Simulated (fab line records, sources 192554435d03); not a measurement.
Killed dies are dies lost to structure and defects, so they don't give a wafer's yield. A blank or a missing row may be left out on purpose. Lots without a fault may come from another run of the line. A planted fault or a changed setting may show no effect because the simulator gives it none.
Which tool did it? | flow n5_finfet | 9 lots, 27 wafers sampled, at 6 steps of a route of 1938

WHAT THE GAUGES READ, wafer by wafer
N5_SD_EPI_P_OVL_MEAS_10.
lot  | measured    | on         | SD_P_BLK_OVL (nm)
L878 | day 3 07:28 | overlay-02 | -0.9 0.4 -1.3
L886 | day 5 11:04 | overlay-02 | -1.0 -0.4 -1.6
L887 | day 5 19:10 | overlay-01 | -0.3 -0.5 -0.3
L888 | day 6 04:35 | overlay-02 | 0.0 0.4 -0.5
L890 | day 6 11:35 | overlay-01 | -0.1 -0.6 -0.8
L893 | day 7 00:41 | overlay-02 | -0.1 0.4 0.2
L894 | day 7 04:54 | overlay-01 | -1.1 -0.8 -1.2
L898 | day 8 06:26 | overlay-02 | -1.3 1.0 -1.3
L899 | day 8 12:00 | overlay-01 | -0.7 -1.2 -0.7

N5_SD_EPI_P_EPI_MEAS_23.
lot  | measured    | on            | thk_nm (nm)
L878 | day 3 11:06 | film_metro-01 | 62.1 62.1 62.0
L886 | day 5 15:32 | film_metro-01 | 1.3 0.5 2.3
L887 | day 5 23:39 | film_metro-02 | 2.2 0.8 0.5
L888 | day 6 08:12 | film_metro-02 | 2.9 1.7 3.0
L890 | day 6 15:11 | film_metro-01 | 60.2 61.6 61.0
L893 | day 7 06:17 | film_metro-02 | 62.4 61.4 60.1
L894 | day 7 08:31 | film_metro-01 | 61.9 60.4 60.6
L898 | day 8 10:02 | film_metro-01 | 60.2 60.9 60.0
L899 | day 8 15:38 | film_metro-02 | 60.5 62.1 62.7

N5_BEOL_M4_RC_MEAS_101.
lot  | measured     | on        | DIBL_N (mV/V)  | DIBL_P (mV/V)  | IOFF_N (nA/um) | IOFF_P (nA/um) | ION_N (uA/um) | ION_P (uA/um) | SS_N (mV/dec)  | SS_P (mV/dec)  | VT_N (mV)   | VT_P (mV)
L878 | day 8 01:31  | prober-01 | 35.5 36.4 35.7 | 35.5 36.6 34.9 | 0.14 0.15 0.14 | 0.18 0.20 0.18 | 657 674 666   | 448 464 456   | 71.7 71.3 70.9 | 72.8 73.2 73.1 | 253 254 250 | -254 -251 -251
L890 | day 11 00:52 | prober-01 | 37.7 34.9 36.2 | 38.5 36.7 37.5 | 0.19 0.14 0.16 | 0.26 0.21 0.23 | 688 677 677   | 475 466 461   | 72.3 70.8 72.2 | 73.5 73.7 72.3 | 248 253 248 | -245 -249 -246
L893 | day 11 17:23 | prober-01 | 37.3 37.9 37.8 | 36.8 35.9 35.7 | 0.18 0.20 0.18 | 0.24 0.23 0.22 | 676 685 681   | 465 468 466   | 71.6 71.9 71.8 | 73.5 73.4 72.5 | 246 246 247 | -248 -250 -250
L894 | day 11 13:01 | prober-01 | 36.7 37.6 36.9 | 36.8 36.9 36.5 | 0.14 0.18 0.15 | 0.19 0.19 0.18 | 664 671 660   | 454 455 456   | 71.6 72.4 71.9 | 73.0 72.8 72.7 | 251 248 252 | -253 -251 -252
L898 | day 13 01:27 | prober-01 | 35.4 37.0 35.2 | 37.3 37.7 37.1 | 0.16 0.17 0.15 | 0.21 0.22 0.21 | 681 682 682   | 464 465 461   | 71.1 70.8 71.0 | 73.6 73.7 73.0 | 248 248 250 | -250 -249 -249
L899 | day 13 05:11 | prober-02 | 35.5 32.0 35.6 | 34.9 30.8 34.9 | 0.14 0.10 0.14 | 0.19 0.14 0.20 | 673 651 667   | 462 452 462   | 72.0 69.8 71.3 | 73.8 72.5 73.7 | 254 255 255 | -250 -255 -251

WHICH TOOL RAN EACH LOT (tool, then ch and the chambers of the sampled wafers, then the start)
lot  | N5_SD_EPI_N_SD_RECESS_17        | N5_SD_EPI_P_ETCHBACK_46           | N5_SD_EPI_P_SD_RECESS_17
L878 | rie_si-03 ch 0,1,3, day 3 02:52 | rie_diel-06 ch 1,2,3, day 3 07:56 | rie_si-02 ch 0,2,3, day 3 08:12
L886 | rie_si-01 ch 1,2,3, day 5 07:23 | rie_diel-03 ch 0,1,3, day 5 11:33 | rie_si-05 ch 0,3, day 5 11:49
L887 | rie_si-04 ch 0,2, day 5 14:52   | rie_diel-06 ch 0,2,3, day 5 19:38 | rie_si-02 ch 1,2, day 5 19:55
L888 | rie_si-03 ch 0,2,3, day 6 00:16 | rie_diel-06 ch 1,2, day 6 05:03   | rie_si-05 ch 0,2, day 6 05:19
L890 | rie_si-01 ch 1,2,3, day 6 07:09 | rie_diel-06 ch 1,2,3, day 6 12:03 | rie_si-06 ch 0,1,2, day 6 12:19
L893 | rie_si-01 ch 1,3, day 6 20:44   | rie_diel-03 ch 0,3, day 7 01:10   | rie_si-02 ch 0,1,3, day 7 01:26
L894 | rie_si-04 ch 0,1,2, day 7 01:13 | rie_diel-03 ch 0,3, day 7 05:23   | rie_si-02 ch 1,2,3, day 7 05:39
L898 | rie_si-04 ch 1,2, day 8 02:45   | rie_diel-06 ch 0,1,2, day 8 06:55 | rie_si-05 ch 2,3, day 8 07:11
L899 | rie_si-01 ch 0,1, day 8 08:14   | rie_diel-03 ch 0,1, day 8 12:29   | rie_si-06 ch 2,3, day 8 12:45
- N5_SD_EPI_N_SD_RECESS_17: chemistry HBr/Cl2/O2, target depth 41 nm, time 23.7 s, bt time 3 s.
- N5_SD_EPI_P_ETCHBACK_46: etches SiNx in CH3F/O2, stops on SiO2, target depth 17.5 nm.
- N5_SD_EPI_P_SD_RECESS_17: chemistry HBr/Cl2/O2, target depth 39.1 nm, bt time 3 s.

WHAT THE TOOLS THEMSELVES READ (means of the sampled wafers that have a number; where no wafer has one, the mark that the record gives instead)
N5_SD_EPI_N_SD_RECESS_17.
lot  | tool      | O2_flow_sccm (sccm) | drypump_motor_current_A (A) | oes_product_au (a.u.) | throttle_valve_pct (%)
L878 | rie_si-03 | 12.02               | 6.0                         | 1.002                 | 37.2
L886 | rie_si-01 | 11.98               | 6.0                         | 1.016                 | 37.1
L887 | rie_si-04 | 12.00               | 5.5                         | 0.976                 | 37.0
L888 | rie_si-03 | 11.98               | 6.2                         | 0.996                 | 37.4
L890 | rie_si-01 | 12.03               | 6.0                         | 1.010                 | 37.1
L893 | rie_si-01 | 11.99               | 6.5                         | 1.016                 | 37.1
L894 | rie_si-04 | 12.03               | 5.7                         | 1.004                 | 37.1
L898 | rie_si-04 | 11.98               | 5.6                         | 1.023                 | 37.0
L899 | rie_si-01 | 11.99               | 6.0                         | 0.993                 | 37.4

N5_SD_EPI_P_ETCHBACK_46.
lot  | tool        | CH3F_flow_sccm (sccm) | O2_flow_sccm (sccm) | drypump_motor_current_A (A) | oes_product_au (a.u.) | rf_vpp_V (V) | showerhead_plenum_p_Torr (Torr) | throttle_valve_pct (%)
L878 | rie_diel-06 | 29.91                 | 19.96               | 5.5                         | 0.73                  | 297          | 2.06                            | 16.20
L886 | rie_diel-03 | -                     | -                   | -                           | -                     | -            | -                               | -
L887 | rie_diel-06 | -                     | -                   | -                           | -                     | -            | -                               | -
L888 | rie_diel-06 | -                     | -                   | -                           | -                     | -            | -                               | -
L890 | rie_diel-06 | 30.03                 | 19.97               | 5.5                         | 0.70                  | 297          | 2.05                            | 16.25
L893 | rie_diel-03 | 29.97                 | 19.98               | 5.4                         | 0.67                  | 297          | 2.11                            | 16.24
L894 | rie_diel-03 | 30.01                 | 19.96               | 5.4                         | 0.68                  | 297          | 2.11                            | 16.24
L898 | rie_diel-06 | 29.98                 | 20.00               | 5.6                         | 0.71                  | 294          | 1.98                            | 16.23
L899 | rie_diel-03 | 30.10                 | 19.96               | 5.7                         | 0.69                  | 296          | 2.11                            | 15.93

N5_SD_EPI_P_SD_RECESS_17.
lot  | tool      | O2_flow_sccm (sccm) | drypump_motor_current_A (A) | oes_product_au (a.u.) | throttle_valve_pct (%)
L878 | rie_si-02 | 12.01               | 6.0                         | 0.992                 | 37.32
L886 | rie_si-05 | 12.02               | 5.6                         | 0.993                 | 37.02
L887 | rie_si-02 | 12.00               | 5.6                         | 0.989                 | 37.43
L888 | rie_si-05 | 12.05               | 5.8                         | 0.996                 | 37.13
L890 | rie_si-06 | 11.97               | 5.5                         | 1.008                 | 36.68
L893 | rie_si-02 | 11.99               | 6.1                         | 0.997                 | 37.09
L894 | rie_si-02 | 12.02               | 5.9                         | 0.996                 | 37.25
L898 | rie_si-05 | 11.97               | 6.3                         | 1.001                 | 37.17
L899 | rie_si-06 | 12.01               | 6.0                         | 1.016                 | 37.07

THE ANSWER, worked out from the rows above alone
Rule: what is usual is taken from the lots themselves. Put in order of their means at a reading, lots are off if they are a third of the lots or fewer, leave a main group of 4 or more, and stand apart from it by a gap of 3 or more times the standard deviation of the main group's means; of several such gaps the widest counts. A main group whose means are all the same, to the digits that the tables above print for the reading, isn't used. A lot without any number at a reading at which 4 lots or more have one is off too. The other lots that the step has rows for count as sound. The gauges are gone through in route order, then the tools' own readings, and for those a lot's mean is taken as printed above. The first step at which some lot is off is used, and at that step the reading that is off furthest; a lot without a number counts as furthest.
Off: L886, L887, L888, at N5_SD_EPI_P_EPI_MEAS_23 (thk_nm). The main group: mean 61.2 nm, standard deviation 0.56.
A tool fits if, at a process step before that reading, it ran every lot that is off, and no sound lot after the first of them. The gauges at N5_SD_EPI_P_EPI_MEAS_23 aren't tried: what is off there is off at N5_SD_EPI_P_ETCHBACK_46 too, on other tools, and a gauge's error can't cause that. None of those tried fits.

WHAT THE SIMULATOR HAD PUT IN
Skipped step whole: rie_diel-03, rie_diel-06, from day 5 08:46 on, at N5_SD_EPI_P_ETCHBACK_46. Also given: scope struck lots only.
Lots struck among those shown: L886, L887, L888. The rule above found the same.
